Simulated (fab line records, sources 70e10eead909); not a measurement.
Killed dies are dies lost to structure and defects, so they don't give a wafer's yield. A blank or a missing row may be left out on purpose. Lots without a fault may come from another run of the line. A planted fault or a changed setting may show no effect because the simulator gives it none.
Chamber matching | flow nand_harc | NHARC_P_M0_DESCUM_14 on rie_diel-11: 4 sister chambers
The step chemistry O2, time 3 s. 4 wafers are shown with their chamber, then 7 later ones without.

WAFERS WITH THEIR CHAMBER
wafer  | chamber | showerhead_plenum_p_Torr (Torr)
L318.6 | 2       | 1.85
L322.2 | 0       | 1.80
L322.4 | 3       | 1.87
L323.1 | 1       | 1.90

WAFERS WITHOUT THEIR CHAMBER
wafer  | showerhead_plenum_p_Torr (Torr)
L323.2 | 1.80
L329.1 | 1.87
L329.3 | 1.90
L329.5 | 1.79
L330.3 | 1.90
L330.4 | 1.87
L330.5 | 1.79

WHICH CHAMBER EACH WENT THROUGH
wafer  | from the rows above | in truth
L323.2 | 0                   | 0
L329.1 | 3                   | 3
L329.3 | 1                   | 1
L329.5 | 0                   | 0
L330.3 | 1                   | 1
L330.4 | 3                   | 3
L330.5 | 0                   | 0
Placed correctly: 7 of 7. Can't be placed from these rows: 0. Placed wrongly: 0.
How it was worked out, from the rows above alone: a wafer's distance from a chamber is the root of the sum, over the readings, of the square of ((its reading less the chamber's mean) divided by the reading's scatter). The wafer belongs to the nearest chamber; if the next one is less than 2 further off, it can't be placed. A chamber's mean is the mean of its shown wafers. The scatter: with one shown wafer a chamber, the root of the mean of the squares of how far each hidden wafer lies from its nearest shown one.
